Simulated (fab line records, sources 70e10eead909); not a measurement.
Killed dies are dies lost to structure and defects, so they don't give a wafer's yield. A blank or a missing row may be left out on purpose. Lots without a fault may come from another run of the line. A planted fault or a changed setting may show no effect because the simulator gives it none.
fab line records | flow nand_harc
record lots=10 wafers=30 last_day=23
route steps=1159 shown P_BONDPAD@364 END@1159
lots that met no fault: from a run of the same line without faults
start_h: hours from the record's first day to the start of the lot's first wafer shown | wait_h: hours since the lot's step before | " the same as in the row above | L1.1+2: a row that stands for several wafers | - no value, or no start given | * or withheld: withheld | < > ~ a bound
route shown NAME@n: a module of which the file shows steps, and the number in the route of the first | usual: mean/standard deviation of fault-free wafers | same: alike in all rows | chamber/n: place in a boat | sites: the reading at each site | _std_site: their standard deviation | _edge_site: outer sites' mean less inner sites' | radius_mm: how far each site lies from the wafer's centre | mask NAME#n: copy n | behind: the tool/chamber that last shaped the wafer | hold: why the lot was held/for how many hours/how that ended | device: the transistor (n, p or np) that didn't switch | end of line: the same wafers' tests at the end of the route | a step without rows: its recipe alone | killed: dies lost to structure and defects at the first sort, not the wafer's yield | map: a wafer's dies, x killed, . not, _ none there
set.NAME: the setting as run; set.NAME@STEP: as run at that earlier step | model.NAME: the simulator's own value behind a step, which no gauge read
steps of the route over a sample of lots; a table a step, a row a wafer
services: from which hour (start_h, from the record's first day; less than 0 if before it) a tool's chamber was out of use, for how many hours, and why
## steps
# step NHARC_P_BONDPAD_CD_MEAS_09
# recipe target_cd_nm=500 landing_energy_ev=500
# usual cd_nm=500.1/1.8
# columns lot.wafer tool chamber start_h wait_h cd_nm
L586.1 cd_sem-01 0 128.99 - 500.5
L586.5 " 0 " " 499.4
L586.6 " 0 " " 501.7
L587.2 cd_sem-03 0 130.94 - 501.6
L587.3 " 0 " " 497.0
L587.4 " 0 " " 501.3
L588.3 cd_sem-01 0 142.55 - 496.2
L588.4 " 0 " " 498.9
L588.5 " 0 " " 498.3
L589.3 cd_sem-02 0 145.95 - 499.1
L589.4 " 0 " " 502.2
L589.6 " 0 " " 501.6
L590.2 cd_sem-03 0 158.38 - 502.4
L590.5 " 0 " " 502.2
L590.6 " 0 " " 500.4
L591.4 cd_sem-03 0 159.37 - 500.8
L591.5 " 0 " " 503.8
L591.6 " 0 " " 502.4
L592.2 cd_sem-02 0 166.64 - 500.0
L592.5 " 0 " " 500.0
L592.6 " 0 " " 502.0
L600.1 cd_sem-03 0 214.27 - 502.1
L600.5 " 0 " " 503.4
L600.6 " 0 " " 502.2
L603.1 cd_sem-02 0 234.92 - 501.4
L603.4 " 0 " " 500.1
L603.6 " 0 " " 498.7
L605.3 cd_sem-03 0 239.66 - 501.3
L605.4 " 0 " " 498.6
L605.6 " 0 " " 500.3
# step NHARC_P_BONDPAD_ETCH_24
# recipe target_depth_a=300 over_etch_frac=0.3 time_s=72.99 ion_energy_ev=150 cf4_flow_sccm=50 n2_flow_sccm=100 ar_flow_sccm=150 rf_w=300 bias_w=100 chemistry=CF4/N2
# usual chamber_pressure_mTorr=30.001/0.029 drypump_motor_current_A=5.7/0.47 oes_product_au=0.997/0.01 rf_fwd_power_W=297.7/1 rf_vpp_V=313.7/2 showerhead_plenum_p_Torr=2.61/0.11 throttle_valve_pct=19.793/0.0086
# columns lot.wafer tool chamber start_h wait_h chamber_pressure_mTorr drypump_motor_current_A oes_product_au rf_fwd_power_W rf_hours_counter_h rf_vpp_V showerhead_plenum_p_Torr throttle_valve_pct
L586.1 rie_diel-05 2 - - 29.978 5.7 1.009 296.8 16 315.2 2.66 19.811
L586.5 " 3 " " 30.010 5.6 1.005 297.4 - 313.8 2.57 19.788
L586.6 " 0 " " 29.981 5.0 1.009 297.7 - 317.0 2.79 19.789
L587.4 rie_diel-02 3 - - 30.041 5.6 0.989 299.3 50 312.5 2.51 19.786
L587.2 " 1 " " 30.025 5.6 0.995 297.6 59 314.8 2.67 19.789
L587.3 " 2 " " 29.981 5.9 0.976 298.3 49 311.0 2.42 19.788
L588.3 rie_diel-02 1 - - 30.023 5.6 0.985 299.5 63 315.3 2.67 19.795
L588.4 " 0 " " 30.023 5.8 1.008 299.7 60 315.1 2.65 19.790
L588.5 " 2 " " 30.020 5.9 0.981 298.9 - 309.2 2.42 19.788
L589.3 rie_diel-03 1 - - 29.998 5.7 0.994 297.0 32 310.2 2.47 19.791
L589.4 " 3 " " 30.032 6.2 0.980 296.8 32 310.5 2.49 19.792
L589.6 " 0 " " 29.974 5.2 0.989 297.5 - 313.7 2.55 19.805
L590.2 rie_diel-05 2 - - 29.928 5.7 1.004 298.5 18 313.9 2.66 19.794
L590.6 " 1 " " 30.011 6.5 0.975 299.0 - 314.6 2.62 19.789
L590.5 " 2 " " 29.960 5.7 1.001 298.2 - 315.0 2.66 19.794
L591.4 rie_diel-02 1 - - 30.000 5.6 0.972 299.1 0 315.1 2.66 19.783
L591.5 " 3 " " 29.943 5.6 0.995 298.3 - 311.9 2.51 19.790
L591.6 " 0 " " 29.999 5.8 1.001 297.0 - 313.4 2.65 19.793
L592.2 rie_diel-03 0 - - 30.084 5.3 0.982 296.6 38 312.8 2.55 19.791
L592.6 " 1 " " 29.991 5.7 0.975 298.4 - 311.5 2.46 19.797
L592.5 " 2 " " 29.993 5.3 0.992 299.4 - 310.3 2.45 19.788
L600.1 rie_diel-03 2 - - 29.959 5.3 1.011 299.9 59 310.7 2.44 19.794
L600.6 " 3 " " 30.030 6.2 0.989 296.9 - 311.6 2.48 19.803
L600.5 " 0 " " 29.936 5.2 0.992 297.2 - 313.0 2.54 19.790
L603.4 rie_diel-02 0 - - 30.025 5.8 1.011 298.8 31 315.0 2.64 19.799
L603.1 " 3 " " 29.975 5.5 0.999 296.9 30 313.1 2.49 19.776
L603.6 " 0 " " 29.998 5.8 1.006 298.8 - 313.6 2.64 19.803
L605.3 rie_diel-05 1 - - 29.952 6.6 0.994 297.5 7 313.2 2.62 19.800
L605.4 " 2 " " 29.995 5.7 1.008 296.0 7 314.0 2.66 19.797
L605.6 " 1 " " 29.956 6.5 0.992 297.0 - 314.6 2.62 19.808
# step NHARC_P_BONDPAD_DEGAS_25
# recipe temp_c=300 time_s=60
# usual heater_power_w=471/59
# columns lot.wafer tool chamber start_h wait_h heater_power_w
L586.1 pvd_sputter-02 - 130.18 - 511
L586.5 " - " " 404
L586.6 " - " " 414
L587.4 pvd_sputter-01 - 132.09 - 494
L587.2 " - " " 634
L587.3 " - " " 452
L588.3 pvd_sputter-02 - 143.69 - 496
L588.4 " - " " 443
L588.5 " - " " 408
L589.3 pvd_sputter-02 - 147.12 - 399
L589.4 " - " " 396
L589.6 " - " " 446
L590.2 pvd_sputter-02 - 159.62 - 456
L590.6 " - " " 491
L590.5 " - " " 406
L591.4 pvd_sputter-03 - 160.54 - 508
L591.5 " - " " 409
L591.6 " - " " 445
L592.2 pvd_sputter-02 - 167.83 - 400
L592.5 " - " " 412
L592.6 " - " " 402
L600.1 pvd_sputter-03 - 215.43 - 547
L600.5 " - " " 554
L600.6 " - " " 414
L603.4 pvd_sputter-02 - 236.13 - 399
L603.1 " - " " 371
L603.6 " - " " 406
L605.3 pvd_sputter-01 - 240.82 - 649
L605.4 " - " " 434
L605.6 " - " " 493
# step NHARC_P_BONDPAD_PVD_17
# recipe target_thk_a=50 bias_v=168.6 power_w=15000 chamber_pressure_pa=0.12 time_s=8.06 substrate_temp_c=50 material=TaN
# usual throttle_valve_pct=30.3/1.1 time_s=8.06/0
# columns lot.wafer tool chamber start_h wait_h throttle_valve_pct time_s
L586.1 pvd_sputter-02 - 130.28 - 28.6 8.06
L586.5 " - " " 29.6 8.06
L586.6 " - " " 28.5 8.06
L587.4 pvd_sputter-01 - 132.21 - 29.8 8.06
L587.3 " - " " 30.8 8.06
L587.2 " - " " 30.8 8.06
L588.4 pvd_sputter-02 - 143.82 - 28.4 8.06
L588.3 " - " " 29.6 8.06
L588.5 " - " " 28.5 8.06
L589.4 pvd_sputter-02 - 147.21 - 28.9 8.06
L589.3 " - " " 29.4 8.06
L589.6 " - " " 30.1 8.06
L590.2 pvd_sputter-02 - 159.74 - 28.8 8.06
L590.6 " - " " 29.8 8.06
L590.5 " - " " 29.6 8.06
L591.4 pvd_sputter-03 - 160.67 - 29.5 8.06
L591.6 " - " " 30.9 8.06
L591.5 " - " " 31.9 8.06
L592.2 pvd_sputter-02 - 167.94 - 28.5 8.06
L592.5 " - " " 28.7 8.06
L592.6 " - " " 30.0 8.06
L600.1 pvd_sputter-03 - 215.58 - 31.0 8.06
L600.6 " - " " 31.3 7.3802
L600.5 " - " " 31.9 7.3802
L603.1 pvd_sputter-02 - 236.25 - 30.2 8.06
L603.4 " - " " 29.2 8.06
L603.6 " - " " 30.4 8.06
L605.3 pvd_sputter-01 - 240.94 - 30.1 8.06
L605.4 " - " " 30.2 8.06
L605.6 " - " " 30.0 8.06
# step NHARC_END_SORT_01
# recipe temp_c=25
# usual defect_limited_yield=95.7/1.6 killed_at_array=25/9.7 killed_at_other=0.7/0.87 killed_at_periphery=3.3/2.3 killed_dies=29/11 killed_open=3.6/2.1 killed_short=2.3/1.7 sort_bin_2_pct=1.4/0.62 sort_bin_3_pct=0.25/0.21 sort_bin_4_pct=2.7/1 sort_n_pass=648/11 sort_rim_yield_pct=94/3.2 sort_yield_pct=95.7/1.6
# same gross_dies=677 sort_bin_5_pct[%]=0 sort_bin_6_pct[%]=0 sort_bin_7_pct[%]=0 sort_bin_8_pct[%]=0 sort_rim_n_gross=106.00
# columns lot.wafer tool chamber start_h wait_h defect_limited_yield[%] killed_at_array killed_at_other killed_at_periphery killed_dies killed_open killed_short sort_bin_2_pct[%] sort_bin_3_pct[%] sort_bin_4_pct[%] sort_n_pass sort_rim_yield_pct[%] sort_yield_pct[%]
L592.2 prober-01 0 461.63 2.8 95.9 27 0 1 28 8 4 1.3 0.15 2.7 649 91 95.9
L592.5 prober-01 0 464.07 3.7 97.6 13 0 3 16 3 0 0.6 0.15 1.6 661 93 97.6
L592.6 prober-01 0 464.88 4.1 97.5 17 0 0 17 1 2 1.3 0 1.2 660 97 97.5
L590.2 prober-01 0 471.08 2.8 94.1 36 0 4 40 8 2 1.9 0.30 3.7 637 86 94.1
L590.5 prober-01 0 473.45 3.6 94.5 32 0 5 37 6 1 2.1 0.30 3.1 640 94 94.5
L590.6 prober-01 0 474.23 3.9 96.6 21 1 1 23 2 1 1.2 0.15 2.1 654 93 96.6
L600.1 prober-01 0 508.15 2.5 95.7 26 0 3 29 4 9 1.0 0.30 3.0 648 90 95.7
L600.5 prober-01 0 511.33 3.7 94.8 29 0 6 35 4 4 1.8 0.44 3.0 642 93 94.8
L600.6 prober-01 0 512.12 4.0 95.3 25 1 6 32 7 4 1.3 0.44 3.0 645 91 95.3
L605.3 prober-01 0 545.98 3.1 97.5 15 0 2 17 1 1 0.4 0.30 1.8 660 96 97.5
L605.4 prober-01 0 546.79 3.4 95.9 23 1 4 28 1 5 1.3 0.44 2.4 649 96 95.9
L605.6 prober-01 0 548.40 4.0 97.6 9 1 6 16 1 1 1.0 0.15 1.2 661 98 97.6
L603.1 prober-02 0 550.59 2.5 93.9 39 1 1 41 2 1 2.2 0.44 3.4 636 92 93.9
L603.4 prober-02 0 553.00 3.4 92.9 44 0 4 48 6 2 2.5 0.15 4.4 629 91 92.9
L603.6 prober-02 0 554.61 4.0 94.4 35 0 3 38 2 4 1.9 0.15 3.5 639 92 94.4
# killed by level:class
L592.2 A_CHANNEL_HOLE_D1:chamber_film_flake=12 A_CHANNEL_FILL_D1:geometric_particle:open=3 A_CONTACT:geometric_particle:open=2 A_CONTACT:chamber_film_flake=2 P_CONTACT:geometric_particle:short=1 A_ONON_D1:geometric_particle:short=1 A_CHANNEL_FILL_D1:geometric_particle:short=1 A_SGD_CUT:geometric_particle:open=1
L592.5 A_CHANNEL_HOLE_D1:chamber_film_flake=9 A_M0:geometric_particle:open=2 P_STI:geometric_particle:open=1 P_STI:chamber_film_flake=1 P_BONDPAD:chamber_film_flake=1 A_STAIRCASE:chamber_film_flake=1 A_CONTACT:chamber_film_flake=1
L592.6 A_CHANNEL_HOLE_D1:chamber_film_flake=10 A_CONTACT:chamber_film_flake=2 A_ONON_D1:geometric_particle:short=1 A_CHANNEL_FILL_D1:geometric_particle:open=1 A_SGD_CUT:geometric_particle:short=1 A_CHANNEL_FILL_D1:chamber_film_flake=1 A_STAIRCASE:chamber_film_flake=1
L590.2 A_CHANNEL_HOLE_D1:chamber_film_flake=11 A_SLIT:chamber_film_flake=9 A_CONTACT:chamber_film_flake=4 A_CONTACT:geometric_particle:open=3 A_M0:chamber_film_flake=3 P_GATE:chamber_film_flake=2 P_GATE:geometric_particle:open=1 P_M0:geometric_particle:open=1
L590.5 A_CHANNEL_HOLE_D1:chamber_film_flake=11 A_SLIT:chamber_film_flake=8 A_CONTACT:chamber_film_flake=4 A_M0:chamber_film_flake=3 A_BLC:geometric_particle:open=2 P_ZERO_WELL:chamber_film_flake=2 P_GATE:chamber_film_flake=2 P_M0:geometric_particle:open=1
L590.6 A_CHANNEL_HOLE_D1:chamber_film_flake=8 A_SLIT:chamber_film_flake=7 A_STAIRCASE:chamber_film_flake=2 A_CONTACT:chamber_film_flake=2 A_CONTACT:geometric_particle:short=1 A_CONTACT:geometric_particle:open=1 P_M1:chamber_film_flake=1 STARTING-WAFER:geometric_particle:open=1
L600.1 A_CHANNEL_HOLE_D1:chamber_film_flake=10 A_ONON_D1:geometric_particle:short=3 A_WL_FILL:geometric_particle:short=3 A_STAIRCASE:chamber_film_flake=3 A_CONTACT:chamber_film_flake=2 P_M0:geometric_particle:short=1 P_BONDPAD:geometric_particle:open=1 A_ONON_D1:geometric_particle:open=1
L600.5 A_CHANNEL_HOLE_D1:chamber_film_flake=14 A_WL_FILL:geometric_particle:short=4 A_STAIRCASE:chamber_film_flake=4 P_GATE:chamber_film_flake=3 P_ZERO_WELL:chamber_film_flake=2 A_WL_FILL:chamber_film_flake=2 A_ONON_D1:geometric_particle:open=1 A_CHANNEL_HOLE_D1:geometric_particle:open=1
L600.6 A_CHANNEL_HOLE_D1:chamber_film_flake=11 A_STAIRCASE:chamber_film_flake=4 A_CONTACT:geometric_particle:open=3 P_STI:chamber_film_flake=2 P_CONTACT:geometric_particle:open=1 P_M0:geometric_particle:open=1 P_M1:geometric_particle:short=1 A_ONON_D1:geometric_particle:open=1
L605.3 A_CHANNEL_HOLE_D1:chamber_film_flake=9 P_ZERO_WELL:chamber_film_flake=2 A_CONTACT:chamber_film_flake=2 A_M1:chamber_film_flake=2 A_CONTACT:geometric_particle:open=1 A_M1:geometric_particle:short=1
L605.4 A_CHANNEL_HOLE_D1:chamber_film_flake=11 A_CONTACT:chamber_film_flake=4 A_M1:chamber_film_flake=3 A_WL_FILL:geometric_particle:short=2 P_ZERO_WELL:chamber_film_flake=2 P_CONTACT:geometric_particle:open=1 P_CONTACT:geometric_particle:short=1 A_CONTACT:geometric_particle:short=1
L605.6 A_CHANNEL_HOLE_D1:chamber_film_flake=6 P_ZERO_WELL:chamber_film_flake=3 P_GATE:chamber_film_flake=2 A_SOURCE_PLATE:geometric_particle:open=1 A_BONDPAD:geometric_particle:short=1 P_STI:chamber_film_flake=1 A_M1:chamber_film_flake=1 HYBRID_BOND:latent=1
L603.1 A_CHANNEL_HOLE_D1:chamber_film_flake=18 A_SLIT:chamber_film_flake=15 P_STI:geometric_particle:open=1 A_ONON_D1:geometric_particle:short=1 STARTING-WAFER:geometric_particle:open=1 A_ZERO_WELL:chamber_film_flake=1 A_CHANNEL_FILL_D1:chamber_film_flake=1 A_STAIRCASE:chamber_film_flake=1
L603.4 A_SLIT:chamber_film_flake=17 A_CHANNEL_HOLE_D1:chamber_film_flake=12 A_CONTACT:chamber_film_flake=4 A_ZERO_WELL:chamber_film_flake=2 A_STAIRCASE:chamber_film_flake=2 P_GATE:geometric_particle:open=1 P_M0:geometric_particle:open=1 A_CHANNEL_FILL_D1:geometric_particle:short=1
L603.6 A_SLIT:chamber_film_flake=15 A_CHANNEL_HOLE_D1:chamber_film_flake=12 A_STAIRCASE:chamber_film_flake=3 P_CONTACT:geometric_particle:open=1 P_M0:geometric_particle:short=1 A_ONON_D1:geometric_particle:short=1 A_SGD_CUT:geometric_particle:short=1 A_CONTACT:geometric_particle:open=1
## services
# columns tool chamber start_h hours kind
rie_diel-03 0 111.64 5.3 repair
rie_diel-03 1 112.72 7.9 repair
pvd_sputter-03 - 113.75 10.0 pm
rie_diel-02 0 129.89 - clean
rie_diel-02 1 129.89 - clean
rie_diel-02 2 129.89 - clean
rie_diel-02 3 129.89 - clean
pvd_sputter-03 - 137.46 9.7 repair
rie_diel-05 1 145.84 5.1 repair
rie_diel-02 - 150.73 9.0 pm
rie_diel-02 0 150.73 9.0 vent_cycle
rie_diel-02 1 150.73 9.0 vent_cycle
rie_diel-02 2 150.73 9.0 vent_cycle
rie_diel-02 3 150.73 9.0 vent_cycle
pvd_sputter-01 - 158.00 10.0 pm
rie_diel-02 0 159.73 - clean
rie_diel-02 1 159.73 - clean
rie_diel-02 2 159.73 - clean
rie_diel-02 2 159.73 - consumable_replace:showerhead
rie_diel-02 3 159.73 - clean
rie_diel-05 - 163.60 9.0 pm
rie_diel-02 0 184.23 - clean
pvd_sputter-02 - 214.00 10.0 pm
rie_diel-03 - 215.34 9.0 pm
## key
first_sign step=NHARC_P_BONDPAD_PVD_17 reading=time_s direction=down sigmas=99+ usual=* struck=*
effect none on later readings
met_at NHARC_P_BONDPAD_PVD_17
struck_lots L600
struck_wafers L600.5,L600.6
not_acting_at NHARC_P_BONDPAD_CD_MEAS_09,NHARC_P_BONDPAD_ETCH_24,NHARC_P_BONDPAD_DEGAS_25
onset_between 160.67 215.58
fault kind=process_parameter_drift tool=pvd_sputter-03 chamber=- onset_h=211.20 steps=NHARC_P_BONDPAD_PVD_17 channel=time_s offset=* shape=step end_h=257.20 scope=struck_wafers_only acts_in=* stated=*
